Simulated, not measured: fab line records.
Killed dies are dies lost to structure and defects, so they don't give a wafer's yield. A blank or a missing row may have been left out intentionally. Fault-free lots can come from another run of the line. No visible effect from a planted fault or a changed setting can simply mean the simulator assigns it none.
fab line records ; flow n5_finfet
record: lots: 7; wafers: 39
route steps=1938 shown ZERO_LAYER@11 PMOS_HMC_CHANNEL_EPI@57 SDB@369
start_h: the number of hours between the record's first day and the start of the first shown wafer of the lot ; wait_h: hours since the lot's step before ; " as in the row above ; L1.1+2: one row covering several wafers at once ; - value missing, or start not given ; * or withheld: withheld ; < > ~ a bound
route shown NAME@n: names a module that has steps shown in the file, with the first one's number in the route ; usual: mean/standard deviation of fault-free wafers ; same: alike in all rows ; chamber/n: place in a boat ; sites: readings site by site ; _std_site: the values' standard deviation ; _edge_site: the outer-site mean with the inner-site mean subtracted ; radius_mm: for every site, how far away it sits from the centre of the wafer ; mask NAME#n: copy n ; behind: the most recent tool/chamber to have shaped the wafer ; hold: cause of the lot's hold/its duration in hours/its outcome ; device: names the non-switching transistor (n, p or np) ; end of line: the tests these same wafers got at the end of their route ; a step given without rows: its recipe and nothing more ; killed: the dies lost at the first sort to structure and to defects; this is not the yield of the wafer ; map: the dies of a wafer, with x for killed, . for not killed, _ for no die there
set.NAME: the setting that was run; set.NAME@STEP: the one run at that earlier step ; model.NAME: the simulator's own value behind a step, which no gauge read
lots whose settings were changed on purpose; a table a step, a row a wafer
== steps ==
step: N5_ZERO_LAYER_DEVELOP_10
recipe: develop_time_s: 60; rinse_liquid: diw; dry: air_spin; dev_temp_c: 21
lot.wafer;tool;chamber;start_h;wait_h;set.develop_time_s
L075.1+5+6;litho_track-03;0;-;-;60
L075.2+3+4;litho_track-03;0;-;-;43.34
L077.1+3+6;litho_track-04;0;-;-;60
L079.1+2+4;litho_track-04;0;-;-;41.14
L079.3+5+6;litho_track-04;0;-;-;60
L083.1+2+3+4+5+6;litho_track-04;0;-;-;60
L091.1+2+3;litho_track-03;0;-;-;60
L091.4+5+6;litho_track-03;0;-;-;31.06
L092.1+3+5;litho_track-04;0;-;-;60
L092.2+4+6;litho_track-04;0;-;-;88
L094.1+3+5;litho_track-04;0;-;-;45.18
L094.2+4+6;litho_track-04;0;-;-;60
step: N5_ZERO_LAYER_HARDBAKE_23
recipe: temp_c: 130; time_s: 120
step: N5_ZERO_LAYER_CD_MEAS_11
recipe: target_cd_nm: 2000; landing_energy_ev: 500; detector: se_inlens
usual: cd_nm: 1999.9/2.4
lot.wafer;tool;chamber;start_h;wait_h;set.develop_time_s@ZERO_LAYER_DEVELOP_10;cd_nm
L075.1;cd_sem-02;0;18.77;-;60;2000.1
L075.2;cd_sem-02;0;18.77;-;43.34;1994.8
L075.3;cd_sem-02;0;18.77;-;43.34;1994.9
L075.4;cd_sem-02;0;18.77;-;43.34;1996.7
L075.5;cd_sem-02;0;18.77;-;60;2002.4
L075.6;cd_sem-02;0;18.77;-;60;2003.8
L077.1;cd_sem-01;0;30.64;-;60;1995.6
L077.3;cd_sem-01;0;30.64;-;60;1996.7
L077.6;cd_sem-01;0;30.64;-;60;1994.1
L079.1;cd_sem-03;0;42.79;-;41.14;1991.0
L079.2;cd_sem-03;0;42.79;-;41.14;1990.6
L079.3;cd_sem-03;0;42.79;-;60;1998.2
L079.4;cd_sem-03;0;42.79;-;41.14;1993.5
L079.5;cd_sem-03;0;42.79;-;60;2002.1
L079.6;cd_sem-03;0;42.79;-;60;1999.0
L083.1;cd_sem-02;0;66.67;-;60;1998.1
L083.2;cd_sem-02;0;66.67;-;60;1996.6
L083.3;cd_sem-02;0;66.67;-;60;1998.1
L083.4;cd_sem-02;0;66.67;-;60;1995.8
L083.5;cd_sem-02;0;66.67;-;60;1996.1
L083.6;cd_sem-02;0;66.67;-;60;1997.3
L091.1;cd_sem-03;0;114.64;-;60;2003.4
L091.2;cd_sem-03;0;114.64;-;60;2002.1
L091.3;cd_sem-03;0;114.64;-;60;2002.9
L091.4;cd_sem-03;0;114.64;-;31.06;1985.4
L091.5;cd_sem-03;0;114.64;-;31.06;1986.2
L091.6;cd_sem-03;0;114.64;-;31.06;1987.3
L092.1;cd_sem-03;0;120.77;-;60;2000.0
L092.2;cd_sem-03;0;120.77;-;88;2010.5
L092.3;cd_sem-03;0;120.77;-;60;1998.7
L092.4;cd_sem-03;0;120.77;-;88;2006.4
L092.5;cd_sem-03;0;120.77;-;60;2000.5
L092.6;cd_sem-03;0;120.77;-;88;2004.6
L094.1;cd_sem-02;0;132.77;-;45.18;1990.7
L094.2;cd_sem-02;0;132.77;-;60;1997.1
L094.3;cd_sem-02;0;132.77;-;45.18;1992.0
L094.4;cd_sem-02;0;132.77;-;60;1999.9
L094.5;cd_sem-02;0;132.77;-;45.18;1994.7
L094.6;cd_sem-02;0;132.77;-;60;2000.4
step: N5_ZERO_LAYER_DESCUM_16
recipe: chemistry: O2; time_s: 7.9; source_power_w: 50; bias_power_w: 20; pressure_mtorr: 20; rf_frequency_hz: 2.712e+07; temp_c: 40; o2_flow_sccm: 225
lot.wafer;tool;chamber;start_h;wait_h;set.develop_time_s@ZERO_LAYER_DEVELOP_10;model.ZERO_LAYER.cd_nm
L075.1+5;rie_diel-01;0;18.91;0.1;60;-
L075.2+3;rie_diel-01;1,3;18.91;0.1;43.34;1995
L075.4;rie_diel-01;2;18.91;0.1;43.34;1997
L075.6;rie_diel-01;3;18.91;0.1;60;2004
L077.1;rie_diel-02;1;30.68;0.0;60;1996
L077.3;rie_diel-02;3;30.68;0.0;60;1997
L077.6;rie_diel-02;1;30.68;0.0;60;1994
L079.1+2;rie_diel-02;1,3;42.83;0.0;41.14;1991
L079.3;rie_diel-02;2;42.83;0.0;60;1998
L079.4;rie_diel-02;1;42.83;0.0;41.14;1993
L079.5;rie_diel-02;2;42.83;0.0;60;2002
L079.6;rie_diel-02;3;42.83;0.0;60;1999
L083.1;rie_diel-02;0;66.71;0.0;60;1998
L083.2+6;rie_diel-02;1,2;66.71;0.0;60;1997
L083.3;rie_diel-02;3;66.71;0.0;60;1999
L083.4+5;rie_diel-02;2,3;66.71;0.0;60;1996
L091.1;rie_diel-01;0;114.68;0.0;60;2004
L091.2;rie_diel-01;1;114.68;0.0;60;2002
L091.3;rie_diel-01;2;114.68;0.0;60;2003
L091.4;rie_diel-01;3;114.68;0.0;31.06;1985
L091.5;rie_diel-01;0;114.68;0.0;31.06;1986
L091.6;rie_diel-01;3;114.68;0.0;31.06;1987
L092.1;rie_diel-01;2;120.80;0.0;60;2000
L092.2;rie_diel-01;1;120.80;0.0;88;2010
L092.3;rie_diel-01;3;120.80;0.0;60;1998
L092.4;rie_diel-01;1;120.80;0.0;88;2006
L092.5;rie_diel-01;2;120.80;0.0;60;2001
L092.6;rie_diel-01;3;120.80;0.0;88;2005
L094.1;rie_diel-01;2;132.95;0.2;45.18;1991
L094.2;rie_diel-01;3;132.95;0.2;60;1997
L094.3;rie_diel-01;1;132.95;0.2;45.18;1992
L094.4;rie_diel-01;1;132.95;0.2;60;1999
L094.5;rie_diel-01;3;132.95;0.2;45.18;1995
L094.6;rie_diel-01;2;132.95;0.2;60;2000
step: N5_ZERO_LAYER_ETCH_17
recipe: chemistry: CF4; target: SiO2; target_depth_a: 120; time_s: 13.3; ion_energy_ev: 350; pressure_mtorr: 40; source_w: 450; bias_w: 215; Ar_flow_sccm: 100; cf4_flow_sccm: 100
lot.wafer;tool;chamber;start_h;wait_h;set.develop_time_s@ZERO_LAYER_DEVELOP_10;model.ZERO_LAYER.cd_nm
L075.1;rie_diel-01;0;18.95;0.0;60;2001
L075.2+3;rie_diel-01;1,3;18.95;0.0;43.34;1995
L075.4;rie_diel-01;2;18.95;0.0;43.34;1996
L075.5;rie_diel-01;0;18.95;0.0;60;2002
L075.6;rie_diel-01;3;18.95;0.0;60;2004
L077.1;rie_diel-02;1;30.71;0.0;60;1996
L077.3;rie_diel-02;3;30.71;0.0;60;1997
L077.6;rie_diel-02;1;30.71;0.0;60;1995
L079.1+2;rie_diel-02;1,3;42.86;0.0;41.14;1991
L079.3;rie_diel-02;2;42.86;0.0;60;1998
L079.4;rie_diel-02;1;42.86;0.0;41.14;1993
L079.5;rie_diel-02;2;42.86;0.0;60;2002
L079.6;rie_diel-02;3;42.86;0.0;60;1999
L083.1;rie_diel-02;0;66.74;0.0;60;1998
L083.2+6;rie_diel-02;1,2;66.74;0.0;60;1997
L083.3;rie_diel-02;3;66.74;0.0;60;1999
L083.4+5;rie_diel-02;2,3;66.74;0.0;60;1996
L091.1;rie_diel-01;0;114.71;0.0;60;2004
L091.2;rie_diel-01;1;114.71;0.0;60;2002
L091.3;rie_diel-01;2;114.71;0.0;60;2003
L091.4;rie_diel-01;3;114.71;0.0;31.06;1985
L091.5;rie_diel-01;0;114.71;0.0;31.06;1986
L091.6;rie_diel-01;3;114.71;0.0;31.06;1987
L092.1+5;rie_diel-01;2;120.84;0.0;60;2000
L092.2;rie_diel-01;1;120.84;0.0;88;2010
L092.3;rie_diel-01;3;120.84;0.0;60;1998
L092.4;rie_diel-01;1;120.84;0.0;88;2006
L092.6;rie_diel-01;3;120.84;0.0;88;2005
L094.1;rie_diel-01;2;132.98;0.0;45.18;1991
L094.2;rie_diel-01;3;132.98;0.0;60;1997
L094.3;rie_diel-01;1;132.98;0.0;45.18;1992
L094.4;rie_diel-01;1;132.98;0.0;60;1999
L094.5;rie_diel-01;3;132.98;0.0;45.18;1994
L094.6;rie_diel-01;2;132.98;0.0;60;2000
step: N5_PMOS_HMC_CHANNEL_EPI_HM_DEP_34
recipe: material: SiO2; target_thk_a: 360; temp_c: 400; precursor: TEOS/O2; pressure_torr: 6.5; rf_w: 900; teos_flow_sccm: 161.4; gas: O2; flow_sccm: 2650; time_s: 6.9
lot.wafer;tool;chamber;start_h;wait_h;set.target_thk_a;model.SiO2_of_PMOS_HMC_CHANNEL_EPI_HM_DEP_34.thk_nm
L075.1;pecvd-03;1;23.02;0.0;360;35.72
L075.2;pecvd-03;0;23.02;0.0;160.7;16.28
L075.3;pecvd-03;2;23.02;0.0;160.7;15.74
L075.4;pecvd-03;0;23.02;0.0;360;36.79
L075.5;pecvd-03;2;23.02;0.0;160.7;15.28
L075.6;pecvd-03;1;23.02;0.0;360;36.53
L077.1;pecvd-04;0;34.79;0.0;360;35.62
L077.3;pecvd-04;1;34.79;0.0;360;35.6
L077.6;pecvd-04;0;34.79;0.0;360;35.78
L079.1;pecvd-03;1;47.75;0.0;147;14.65
L079.2;pecvd-03;2;47.75;0.0;147;13.97
L079.3;pecvd-03;0;47.75;0.0;360;36.03
L079.4;pecvd-03;1;47.75;0.0;360;36.29
L079.5;pecvd-03;0;47.75;0.0;360;36.37
L079.6;pecvd-03;2;47.75;0.0;147;14.84
L083.1;pecvd-02;0;71.01;0.0;360;36.75
L083.2;pecvd-02;1;71.01;0.0;251.2;25.1
L083.3;pecvd-02;2;71.01;0.0;251.2;26
L083.4;pecvd-02;1;71.01;0.0;360;36.58
L083.5;pecvd-02;0;71.01;0.0;360;36.8
L083.6;pecvd-02;2;71.01;0.0;251.2;25.89
L091.1;pecvd-02;2;118.93;0.0;249.5;24.75
L091.2;pecvd-02;0;118.93;0.0;360;36.01
L091.3;pecvd-02;1;118.93;0.0;360;35.22
L091.4;pecvd-02;2;118.93;0.0;249.5;24.47
L091.5;pecvd-02;1;118.93;0.0;249.5;24.53
L091.6;pecvd-02;0;118.93;0.0;360;36.18
L092.1;pecvd-03;1;125.08;0.0;360;35.73
L092.2;pecvd-03;0;125.08;0.0;360;35.79
L092.3;pecvd-03;2;125.08;0.0;543.8;53.75
L092.4;pecvd-03;0;125.08;0.0;543.8;54.72
L092.5;pecvd-03;2;125.08;0.0;360;35.98
L092.6;pecvd-03;1;125.08;0.0;543.8;54.86
L094.1;pecvd-03;0;137.36;0.0;360;35.69
L094.2;pecvd-03;1;137.36;0.0;462.9;45.85
L094.3;pecvd-03;2;137.36;0.0;360;35.67
L094.4;pecvd-03;0;137.36;0.0;360;37.06
L094.5;pecvd-03;1;137.36;0.0;462.9;46.64
L094.6;pecvd-03;2;137.36;0.0;462.9;46.61
step: N5_PMOS_HMC_CHANNEL_EPI_COAT_31
recipe: resist: BARC; temp_c: 205; time_s: 60; spin_rpm: 1500; resist_thk_nm: 66
step: N5_PMOS_HMC_CHANNEL_EPI_COAT_03
recipe: resist: CAR-ArF-block; spin_rpm: 1500; resist_thk_nm: 205
step: N5_PMOS_HMC_CHANNEL_EPI_STRIP_17
recipe: chemistry: SPM; time_s: 750; temp_c: 130; h2so4_h2o2_vol_ratio: 4; dry: ipa_marangoni
step: N5_PMOS_HMC_CHANNEL_EPI_ETCH_38
recipe: chemistry: CF4; target: SiO2; target_depth_a: 15; ion_energy_ev: 350; pressure_mtorr: 10; icp_w: 800; bias_w: 400; cf4_flow_sccm: 80
step: N5_PMOS_HMC_CHANNEL_EPI_FIN_RECESS_16
recipe: chemistry: HBr/Cl2; target: Si; mask_material: SiO2; target_depth_a: 540; time_s: 18; pressure_mtorr: 10; icp_w: 800; bias_w: 75; HBr_flow_sccm: 150; Cl2_flow_sccm: 80
lot.wafer;tool;chamber;start_h;wait_h;set.target_thk_a@PMOS_HMC_CHANNEL_EPI_HM_DEP_34;model.SiO2_of_PMOS_HMC_CHANNEL_EPI_HM_DEP_34.thk_nm
L075.1;rie_si-02;2;23.84;0.0;360;30.02
L075.2;rie_si-02;1;23.84;0.0;160.7;10.73
L075.3;rie_si-02;0;23.84;0.0;160.7;9.939
L075.4;rie_si-02;3;23.84;0.0;360;31.04
L075.5;rie_si-02;1;23.84;0.0;160.7;9.749
L075.6;rie_si-02;0;23.84;0.0;360;30.74
L077.1;rie_si-02;0;35.61;0.0;360;29.74
L077.3;rie_si-02;2;35.61;0.0;360;29.88
L077.6;rie_si-02;0;35.61;0.0;360;29.92
L079.1;rie_si-02;2;48.58;0.0;147;8.915
L079.2;rie_si-02;1;48.58;0.0;147;8.386
L079.3;rie_si-02;3;48.58;0.0;360;30.26
L079.4;rie_si-02;0;48.58;0.0;360;30.46
L079.5;rie_si-02;2;48.58;0.0;360;30.61
L079.6;rie_si-02;3;48.58;0.0;147;9.103
L083.1;rie_si-03;0;71.85;0.0;360;30.97
L083.2;rie_si-03;2;71.85;0.0;251.2;19.31
L083.3;rie_si-03;1;71.85;0.0;251.2;20.39
L083.4;rie_si-03;3;71.85;0.0;360;31.01
L083.5;rie_si-03;2;71.85;0.0;360;30.94
L083.6;rie_si-03;3;71.85;0.0;251.2;20.32
L091.1;rie_si-01;1;119.89;0.0;249.5;19.12
L091.2;rie_si-01;3;119.89;0.0;360;30.33
L091.3;rie_si-01;0;119.89;0.0;360;29.47
L091.4;rie_si-01;0;119.89;0.0;249.5;18.81
L091.5;rie_si-01;3;119.89;0.0;249.5;18.8
L091.6;rie_si-01;1;119.89;0.0;360;30.59
L092.1;rie_si-02;3;126.69;0.0;360;30.01
L092.2;rie_si-02;0;126.69;0.0;360;29.85
L092.3;rie_si-02;1;126.69;0.0;543.8;48.2
L092.4;rie_si-02;0;126.69;0.0;543.8;48.83
L092.5;rie_si-02;1;126.69;0.0;360;30.43
L092.6;rie_si-02;3;126.69;0.0;543.8;49.06
L094.1;rie_si-02;3;138.31;0.0;360;29.91
L094.2;rie_si-02;0;138.31;0.0;462.9;39.87
L094.3;rie_si-02;2;138.31;0.0;360;29.97
L094.4;rie_si-02;1;138.31;0.0;360;31.55
L094.5;rie_si-02;2;138.31;0.0;462.9;40.88
L094.6;rie_si-02;1;138.31;0.0;462.9;41.05
step: N5_SDB_CUT_ETCH_26
recipe: chemistry: HBr/Cl2/O2; target: Si; target_depth_a: 1296; bt_time_s: 20; mask_material: SiNx; time_s: 51.8; ion_energy_ev: *; bias_w: *; pressure_mtorr: 10; icp_w: 800; HBr_flow_sccm: 150; Cl2_flow_sccm: 80; O2_flow_sccm: 12
lot.wafer;tool;chamber;start_h;wait_h;set.target_depth_a;model.SDB.feature_depth_nm;model.etch.depth_nm;model.SiNx_of_SDB_HM_DEP_00.thk_nm
L075.1;rie_si-05;0;72.73;0.1;754.6;75.4;75.35;29.4
L075.2;rie_si-05;2;72.73;0.1;754.6;77.4;77.32;28.6
L075.3;rie_si-05;1;72.73;0.1;754.6;74.2;74.2;28.6
L075.4;rie_si-05;3;72.73;0.1;1296;127.2;127.1;22.4
L075.5;rie_si-05;1;72.73;0.1;1296;128.2;128.2;23
L075.6;rie_si-05;2;72.73;0.1;1296;131.6;131.7;22.6
L077.1;rie_si-05;1;93.47;0.1;1296;126;126.1;22
L077.3;rie_si-05;0;93.47;0.1;1296;128.2;128.1;21.4
L077.6;rie_si-05;0;93.47;0.1;1296;128.4;128.4;23.2
L079.1;rie_si-06;0;101.47;0.1;802.3;79.8;79.7;28
L079.2;rie_si-06;3;101.47;0.1;1296;131;131.1;21.4
L079.3;rie_si-06;2;101.47;0.1;802.3;79.8;79.83;27.2
L079.4;rie_si-06;1;101.47;0.1;1296;129;129;22
L079.5;rie_si-06;1;101.47;0.1;1296;129.2;129.1;23
L079.6;rie_si-06;2;101.47;0.1;802.3;80.2;80.1;28.6
L083.1;rie_si-05;3;119.68;0.1;1684;165.6;165.7;17.2
L083.2;rie_si-05;1;119.68;0.1;1296;126.2;126.3;22.2
L083.3;rie_si-05;2;119.68;0.1;1684;170.4;170.5;16.8
L083.4;rie_si-05;0;119.68;0.1;1684;167;167;18.2
L083.5;rie_si-05;0;119.68;0.1;1296;129.4;129.5;22.4
L083.6;rie_si-05;1;119.68;0.1;1296;128;127.9;22.8
L091.1;rie_si-05;3;171.18;0.1;1296;127.8;127.8;21.8
L091.2;rie_si-05;2;171.18;0.1;1296;131;131;21.2
L091.3;rie_si-05;0;171.18;0.1;1296;130.8;130.7;21.4
L091.4;rie_si-05;1;171.18;0.1;1296;127.4;127.5;22.6
L091.5;rie_si-05;2;171.18;0.1;1296;133;132.9;21
L091.6;rie_si-05;3;171.18;0.1;1296;126.8;126.8;21.6
L092.1;rie_si-05;1;181.86;0.1;1296;125.8;125.8;22.4
L092.2;rie_si-05;0;181.86;0.1;1296;128.6;128.5;22.4
L092.3;rie_si-05;3;181.86;0.1;1296;126.6;126.6;21.4
L092.4;rie_si-05;2;181.86;0.1;1296;131.8;131.9;22.4
L092.5;rie_si-05;1;181.86;0.1;1296;126;126;23.2
L092.6;rie_si-05;2;181.86;0.1;1296;132;132.1;21.8
L094.1;rie_si-04;2;189.21;0.1;1296;127.4;127.4;22.4
L094.2;rie_si-04;1;189.21;0.1;1709;170.6;170.7;16.6
L094.3;rie_si-04;0;189.21;0.1;1709;172.6;172.6;16.8
L094.4;rie_si-04;3;189.21;0.1;1296;128.4;128.5;22.8
L094.5;rie_si-04;0;189.21;0.1;1296;131.4;131.5;23
L094.6;rie_si-04;1;189.21;0.1;1709;169;169;17.4
== key ==
split: step: N5_ZERO_LAYER_DEVELOP_10; setting: develop_time_s; stated: 60; by: wafer
response: step: N5_ZERO_LAYER_CD_MEAS_11; reading: cd_nm; change: +0.254; per: 1%; r: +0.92
response: step: N5_ZERO_LAYER_DESCUM_16; reading: model.ZERO_LAYER.cd_nm; change: +0.258; per: 1%; r: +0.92
response: step: N5_ZERO_LAYER_ETCH_17; reading: model.ZERO_LAYER.cd_nm; change: +0.253; per: 1%; r: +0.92
split: step: N5_PMOS_HMC_CHANNEL_EPI_HM_DEP_34; setting: target_thk_a; stated: 360; by: wafer
response: step: N5_PMOS_HMC_CHANNEL_EPI_HM_DEP_34; reading: model.SiO2_of_PMOS_HMC_CHANNEL_EPI_HM_DEP_34.thk_nm; change: +0.367; per: 1%; r: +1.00
response: step: N5_PMOS_HMC_CHANNEL_EPI_FIN_RECESS_16; reading: model.SiO2_of_PMOS_HMC_CHANNEL_EPI_HM_DEP_34.thk_nm; change: +0.365; per: 1%; r: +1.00
split: step: N5_SDB_CUT_ETCH_26; setting: target_depth_a; stated: 1296; by: wafer
response: step: N5_SDB_CUT_ETCH_26; reading: model.SDB.feature_depth_nm; change: +1.3; per: 1%; r: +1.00
response: step: N5_SDB_CUT_ETCH_26; reading: model.etch.depth_nm; change: +1.3; per: 1%; r: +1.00
response: step: N5_SDB_CUT_ETCH_26; reading: model.SiNx_of_SDB_HM_DEP_00.thk_nm; change: -0.16; per: 1%; r: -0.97
